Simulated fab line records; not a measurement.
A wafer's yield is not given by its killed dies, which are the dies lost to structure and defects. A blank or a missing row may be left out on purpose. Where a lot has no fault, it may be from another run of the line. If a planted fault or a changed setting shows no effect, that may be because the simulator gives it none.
fab line records	flow n5_finfet
record lots=12	wafers=35	last_day=18
route steps=1938 shown BEOL_M8@1393 MIM_BOT@1833 TV_LITHO@1883 PASSIVATION@1910
lots that met no fault: from a run of the same line without faults
start_h: the number of hours between the record's first day and the start of the first shown wafer of the lot	wait_h: hours elapsed since this lot's preceding step	" unchanged from the row above	L1.1+2: one row covering several wafers at once	- no value, or no start was given	* or withheld: withheld	< > ~ a bound
route shown NAME@n: NAME is a module with steps in the file, n the number in the route of the first one	usual: mean and standard deviation over wafers with no fault	same: alike in all rows	chamber/n: place in a boat	sites: each site's reading	_std_site: the standard deviation of these	_edge_site: the outer-site mean with the inner-site mean subtracted	radius_mm: for every site, how far away it sits from the centre of the wafer	mask NAME#n: copy n	behind: tool/chamber where the wafer was last shaped	hold: why the lot went on hold/how many hours it stayed there/how the hold came to an end	device: transistor that didn't switch, given as n, p or np	end of line: the tests these same wafers got at the end of their route	a step without rows: its recipe alone	killed: dies lost to structure and defects at the first sort, not the wafer's yield	map: shows each die of a wafer: x if killed, . if not, _ if none is there
set.NAME: setting as actually run; set.NAME@STEP: the setting as run at that earlier step	model.NAME: the simulator's own value behind a step, which no gauge read
one table for each step of the route and one row for each wafer, over a sample of lots
services: from which hour (start_h, from the record's first day; less than 0 if before it) a tool's chamber was out of use, for how many hours, and why
## steps
# step N5_BEOL_M8_ECD_50
# recipe material=Cu	target_thk_a=3000
lot.wafer	tool	chamber	start_h	wait_h
L871.2+3	ecd_cu-01	0,1	239.85	0.1
L869.1+3+5	ecd_cu-01	0,1,0	243.17	0.1
L872.2+3+4	ecd_cu-02	1,1,0	249.78	0.1
L873.1+3+6	ecd_cu-01	0	268.16	0.1
L875.1+3+4	ecd_cu-01	0,1,0	273.29	0.1
L876.1+4+6	ecd_cu-02	0,1,1	274.05	0.1
L877.1+3+6	ecd_cu-01	1,1,0	280.51	0.1
L879.3+4+6	ecd_cu-02	1,0,0	301.78	0.1
L886.1+4+6	ecd_cu-02	1,0,0	341.52	0.1
L884.2+3+5	ecd_cu-02	0,1,0	341.98	0.1
L885.1+3+6	ecd_cu-02	0,1,0	342.38	0.1
L890.2+4+5	ecd_cu-01	0	370.67	0.1
# step N5_MIM_BOT_SPUTTER_00
# recipe material=TiN	target_thk_a=350	temp_c=200	power_w=3000	chamber_pressure_pa=0.49996	gas=Ar	reactive_partial_pa=0.37997	time_s=89.7
# usual throttle_valve_pct=30.1/1.2
lot.wafer	tool	chamber	start_h	wait_h	throttle_valve_pct
L871.2	pvd_sputter-03	-	295.73	0.0	30.1
L871.3	"	-	"	"	28.4
L872.2	pvd_sputter-03	-	296.37	0.0	28.5
L872.3	"	-	"	"	30.4
L872.4	"	-	"	"	30.2
L869.1	pvd_sputter-01	-	298.94	0.0	31.4
L869.3	"	-	"	"	31.5
L869.5	"	-	"	"	31.4
L873.1	pvd_sputter-03	-	321.77	0.0	30.2
L873.3	"	-	"	"	29.3
L873.6	"	-	"	"	29.6
L875.1	pvd_sputter-02	-	325.88	0.0	30.6
L875.3	"	-	"	"	29.7
L875.4	"	-	"	"	28.2
L876.1	pvd_sputter-03	-	332.72	0.0	30.0
L876.4	"	-	"	"	29.3
L876.6	"	-	"	"	28.3
L877.1	pvd_sputter-01	-	336.68	0.0	31.6
L877.3	"	-	"	"	31.6
L877.6	"	-	"	"	31.6
L879.3	pvd_sputter-03	-	361.69	0.0	30.3
L879.4	"	-	"	"	28.2
L879.6	"	-	"	"	29.4
L886.1	pvd_sputter-03	-	394.26	0.0	29.4
L886.4	"	-	"	"	30.0
L886.6	"	-	"	"	30.1
L884.2	pvd_sputter-02	-	397.75	0.0	29.6
L884.3	"	-	"	"	29.1
L884.5	"	-	"	"	29.8
L885.1	pvd_sputter-03	-	406.28	0.0	29.9
L885.3	"	-	"	"	29.2
L885.6	"	-	"	"	28.5
L890.2	pvd_sputter-01	-	427.91	0.0	31.5
L890.4	"	-	"	"	30.6
L890.5	"	-	"	"	31.6
# step N5_PASSIVATION_CD_MEAS_10
# recipe target_cd_nm=3000	landing_energy_ev=500	detector=se_inlens
# usual cd_nm=2999.9/2.3
lot.wafer	tool	chamber	start_h	wait_h	cd_nm
L872.2	cd_sem-01	0	301.66	-	3003.6
L872.3	"	0	"	"	2999.2
L872.4	"	0	"	"	2999.4
L871.2	cd_sem-03	0	302.43	-	2998.9
L871.3	"	0	"	"	2997.6
L869.1	cd_sem-02	0	303.05	-	2998.9
L869.3	"	0	"	"	2997.6
L869.5	"	0	"	"	2997.6
L873.1	cd_sem-02	0	326.37	-	3000.3
L873.3	"	0	"	"	3004.1
L873.6	"	0	"	"	2998.4
L875.1	cd_sem-03	0	331.11	-	3001.4
L875.3	"	0	"	"	3002.0
L875.4	"	0	"	"	3001.5
L876.1	cd_sem-01	0	336.50	-	2998.7
L876.4	"	0	"	"	3001.6
L876.6	"	0	"	"	3002.4
L877.1	cd_sem-02	0	340.46	-	2997.6
L877.3	"	0	"	"	2999.2
L877.6	"	0	"	"	3000.1
L879.3	cd_sem-02	0	366.12	-	2998.1
L879.4	"	0	"	"	3000.2
L879.6	"	0	"	"	2997.7
L886.1	cd_sem-03	0	400.79	-	3001.7
L886.4	"	0	"	"	3001.8
L886.6	"	0	"	"	2999.1
L884.2	cd_sem-03	0	402.03	-	2998.1
L884.3	"	0	"	"	2998.2
L884.5	"	0	"	"	3000.0
L885.1	cd_sem-02	0	409.97	-	3001.2
L885.3	"	0	"	"	2997.5
L885.6	"	0	"	"	2999.7
L890.2	cd_sem-02	0	433.52	-	3000.2
L890.4	"	0	"	"	3000.5
L890.5	"	0	"	"	2999.5
# step N5_PASSIVATION_ETCH_59
# recipe chemistry=Cl2/BCl3	target=TaN	target_depth_a=650	time_s=34.9	ion_energy_ev=100	pressure_mtorr=10	icp_w=900	bias_w=100	Cl2_flow_sccm=60	bcl3_flow_sccm=30
# usual bcl3_flow_sccm=29.98/0.089	drypump_motor_current_A=5.7/0.7	oes_product_au=0.81/0.082	throttle_valve_pct=21.15/0.23
lot.wafer	tool	chamber	start_h	wait_h	bcl3_flow_sccm	drypump_motor_current_A	oes_product_au	rf_hours_counter_h	throttle_valve_pct
L872.2	rie_metal-01	0	304.54	0.6	30.02	6.7	0.74	-	21.45
L872.3	"	0	"	"	30.03	6.7	0.75	-	21.44
L872.4	"	0	"	"	30.04	6.7	0.75	-	21.44
L871.2	rie_metal-03	1	304.92	0.3	29.93	5.1	0.74	61	20.94
L871.3	"	1	"	"	30.08	5.1	0.74	-	20.96
L869.1	rie_metal-01	0	305.78	0.7	29.81	6.7	0.74	56	21.46
L869.3	"	0	"	"	29.94	6.7	0.74	-	21.45
L869.5	"	0	"	"	29.76	6.8	0.75	-	21.45
L873.1	rie_metal-02	0	329.55	0.7	29.91	5.6	0.80	28	20.85
L873.3	"	0	"	"	30.00	5.6	0.81	-	20.83
L873.6	"	0	"	"	30.11	5.6	0.81	-	20.84
L875.1	rie_metal-01	1	333.82	0.3	29.90	5.1	0.95	3	20.98
L875.3	"	0	"	"	29.91	6.7	0.75	-	21.44
L875.4	"	1	"	"	29.94	5.1	0.94	-	20.99
L876.1	rie_metal-03	0	338.91	0.3	29.97	5.3	0.92	9	21.16
L876.4	"	0	"	"	29.92	5.3	0.92	-	21.15
L876.6	"	1	"	"	30.05	5.1	0.74	-	20.94
L877.1	rie_metal-03	0	342.84	0.3	29.87	5.3	0.90	10	21.15
L877.3	"	0	"	"	30.05	5.3	0.91	-	21.15
L877.6	"	0	"	"	29.93	5.3	0.89	-	21.16
L879.3	rie_metal-02	1	368.22	0.2	29.90	5.9	0.95	-	21.18
L879.4	"	0	"	"	30.02	5.7	0.80	-	20.86
L879.6	"	1	"	"	29.90	5.9	0.95	-	21.19
L886.1	rie_metal-01	0	403.47	0.3	30.16	6.7	0.73	65	21.48
L886.4	"	1	"	"	29.99	5.0	0.89	-	21.01
L886.6	"	0	"	"	30.04	6.7	0.73	-	21.46
L884.2	rie_metal-02	0	404.79	0.3	30.02	5.6	0.80	35	20.83
L884.3	"	1	"	"	29.92	5.9	0.93	-	21.19
L884.5	"	1	"	"	29.90	6.0	0.92	-	21.18
L885.1	rie_metal-01	0	412.27	0.3	30.00	6.7	0.72	67	21.49
L885.3	"	1	"	"	30.09	5.1	0.87	-	21.03
L885.6	"	1	"	"	29.98	5.1	0.89	-	21.00
L890.2	rie_metal-01	1	436.02	0.3	30.12	5.0	0.85	13	21.04
L890.4	"	1	"	"	30.05	5.1	0.87	-	21.04
L890.5	"	1	"	"	30.07	5.1	0.86	-	21.03
# step N5_PASSIVATION_PROBE_49
# usual defect_limited_yield=91.2/1.4	killed_at_M0_to_M3=34/9.4	killed_at_M4_up=14/5.6	killed_at_contacts=13/7.8	killed_at_front_end=37/10	killed_at_other=4/3.3	killed_dies=103/17	killed_on_rim=14/3.5	killed_open=68/13	killed_short=33/8.2	sort_bin_5_function=5.1/0.92	sort_bin_6_memory=3.3/0.71	sort_bin_8_speed=0.01/0.043	sort_n_pass=1077/17	sort_yield_pct=91.2/1.4
# same gross_dies=1180	killed_at_back_side=0	sort_bin_4_leakage[%]=0
lot.wafer	tool	chamber	start_h	wait_h	defect_limited_yield[%]	killed_at_M0_to_M3	killed_at_M4_up	killed_at_contacts	killed_at_front_end	killed_at_other	killed_dies	killed_on_rim	killed_open	killed_short	sort_bin_5_function[%]	sort_bin_6_memory[%]	sort_bin_8_speed[%]	sort_n_pass	sort_yield_pct[%]
L886.1	prober-01	-	407.89	0.0	88.7	43	12	25	49	4	133	13	72	61	6.6	4.2	0	1047	88.7
L886.4	prober-01	-	408.04	0.2	69.4	31	272	18	34	6	361	42	76	32	17.6	11.2	0.08	818	69.3
L886.6	prober-01	-	408.14	0.3	66.7	35	258	21	69	10	393	41	98	47	19.0	13.1	0	787	66.7
L884.2	prober-01	-	409.92	0.1	70.8	31	264	8	41	1	345	45	65	27	17.3	9.8	0	835	70.8
L884.3	prober-01	-	409.97	0.1	90.0	32	18	9	53	6	118	22	71	47	6.2	3.5	0	1062	90.0
L884.5	prober-01	-	410.07	0.2	73.4	25	249	5	34	1	314	43	45	21	15.7	9.3	0	866	73.4
L885.1	prober-02	-	416.83	0.0	75.3	28	232	3	21	8	292	42	43	27	15.0	7.7	0	888	75.3
L885.3	prober-02	-	416.93	0.1	92.2	22	14	13	40	3	92	18	56	24	4.0	2.5	0	1088	92.2
L885.6	prober-02	-	417.08	0.3	70.1	30	281	11	26	5	353	50	53	24	17.3	10.7	0	827	70.1
# killed by level:class
L886.1 FIN_SAQP:geometric_particle:short=21 BEOL_M0_SAQP:geometric_particle:short=16 MOL_CONTACT_COAG:geometric_particle:open=16 BEOL_M0_SAQP:geometric_particle:open=13 MOL_CONTACT_COAG:geometric_particle:short=9 STI_FIN_REVEAL:geometric_particle:open=8 BEOL_M3:geometric_particle:open=5 BEOL_M0:geometric_particle:open=5
L886.4 BEOL_M8:unspecified=252 MOL_CONTACT_COAG:geometric_particle:open=15 FIN_SAQP:geometric_particle:open=8 BEOL_M0_SAQP:geometric_particle:short=6 BEOL_M0_SAQP:geometric_particle:open=6 BEOL_M2:geometric_particle:open=6 FIN_SAQP:geometric_particle:short=5 BEOL_M7:geometric_particle:open=5
L886.6 BEOL_M8:unspecified=247 MOL_CONTACT_COAG:geometric_particle:open=17 FIN_SAQP:geometric_particle:open=16 STI_FIN_REVEAL:geometric_particle:open=14 FIN_SAQP:geometric_particle:short=13 BEOL_M0_SAQP:geometric_particle:open=10 BEOL_M0_SAQP:geometric_particle:short=10 DUMMY_GATE:geometric_particle:open=7
L884.2 BEOL_M8:unspecified=251 STI_FIN_REVEAL:geometric_particle:open=13 BEOL_M2:geometric_particle:open=9 MOL_CONTACT_COAG:geometric_particle:open=7 FIN_SAQP:geometric_particle:open=6 BEOL_M4:geometric_particle:open=6 BEOL_M0_SAQP:geometric_particle:short=5 BEOL_M0_SAQP:geometric_particle:open=4
L884.3 FIN_SAQP:geometric_particle:open=13 STI_FIN_REVEAL:geometric_particle:open=10 BEOL_M0_SAQP:geometric_particle:short=10 FIN_SAQP:geometric_particle:short=6 GATE_CUT:geometric_particle:short=6 MOL_CONTACT_COAG:geometric_particle:short=5 BEOL_M1:geometric_particle:open=5 BEOL_M8:geometric_particle:open=5
L884.5 BEOL_M8:unspecified=243 STI_FIN_REVEAL:geometric_particle:open=8 BEOL_M0_SAQP:geometric_particle:open=8 FIN_SAQP:geometric_particle:short=5 MOL_CONTACT_COAG:geometric_particle:open=5 STARTING-WAFER:geometric_particle:short=5 BEOL_M0_SAQP:geometric_particle:short=4 BEOL_M1:geometric_particle:open=4
L885.1 BEOL_M8:unspecified=219 BEOL_M0_SAQP:geometric_particle:open=9 BEOL_M0_SAQP:geometric_particle:short=7 BEOL_M4:geometric_particle:open=6 BEOL_M1:geometric_particle:open=4 FIN_SAQP:geometric_particle:open=3 GATE_CUT:geometric_particle:short=3 MOL_CONTACT_COAG:geometric_particle:open=3
L885.3 HKMG_FIN:area_etch=12 MOL_CONTACT_COAG:geometric_particle:open=9 FIN_SAQP:geometric_particle:short=8 STI_FIN_REVEAL:geometric_particle:open=7 FIN_SAQP:geometric_particle:open=5 BEOL_M3:geometric_particle:open=5 BEOL_M0_SAQP:geometric_particle:open=5 BEOL_M4:geometric_particle:open=5
L885.6 BEOL_M8:unspecified=267 MOL_CONTACT_COAG:geometric_particle:open=8 BEOL_M3:geometric_particle:open=8 BEOL_M0_SAQP:geometric_particle:open=7 BEOL_M2:geometric_particle:open=7 HKMG_FIN:area_etch=7 FIN_SAQP:geometric_particle:open=6 FIN_SAQP:geometric_particle:short=4
## services
tool	chamber	start_h	hours	kind
rie_metal-03	0	228.32	-	clean
rie_metal-03	0	228.32	20.4	scheduled_down
rie_metal-03	0	228.32	20.4	vent_cycle
ecd_cu-02	-	228.57	15.5	repair
rie_metal-01	-	230.37	28.1	pm
rie_metal-03	-	264.87	4.7	repair
rie_metal-01	1	281.36	-	clean
rie_metal-01	1	281.36	26.6	scheduled_down
rie_metal-01	1	281.36	26.6	vent_cycle
rie_metal-03	1	308.86	17.4	repair
rie_metal-02	1	310.12	-	clean
rie_metal-02	1	310.12	24.6	scheduled_down
rie_metal-02	1	310.12	24.6	vent_cycle
ecd_cu-02	-	320.46	2.9	repair
ecd_cu-02	-	334.44	5.6	pm
ecd_cu-01	-	389.28	5.7	pm
rie_metal-03	1	414.67	6.6	repair
rie_metal-03	0	427.61	15.8	repair
## key
first_sign step=N5_PASSIVATION_PROBE_49	reading=killed_at_M4_up	direction=up	sigmas=44	usual=14	struck=259
effect step=N5_PASSIVATION_PROBE_49	reading=killed_dies	direction=up	sigmas=14	usual=103	struck=343
more_kills_born_at N5_BEOL_M8_ECD_50@ecd_cu-02=1479
met_at N5_BEOL_M8_ECD_50
struck_lots L884,L885,L886
struck_wafers L884.2,L884.5,L885.1,L885.6,L886.4,L886.6
baseline_loss step=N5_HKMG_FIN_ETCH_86	wafers=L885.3
not_acting_at N5_MIM_BOT_SPUTTER_00,N5_PASSIVATION_CD_MEAS_10,N5_PASSIVATION_ETCH_59
onset_between 301.78 341.52
fault kind=chamber_particle_source	tool=ecd_cu-02	chamber=0	onset_h=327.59	steps=N5_BEOL_M8_ECD_50	rate_per_visit_cm2=0.46435	end_h=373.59
# baseline_loss: these wafers lose ten dies or more at that step, a loss of the line's own and not of a fault; the sort's usual values leave them out
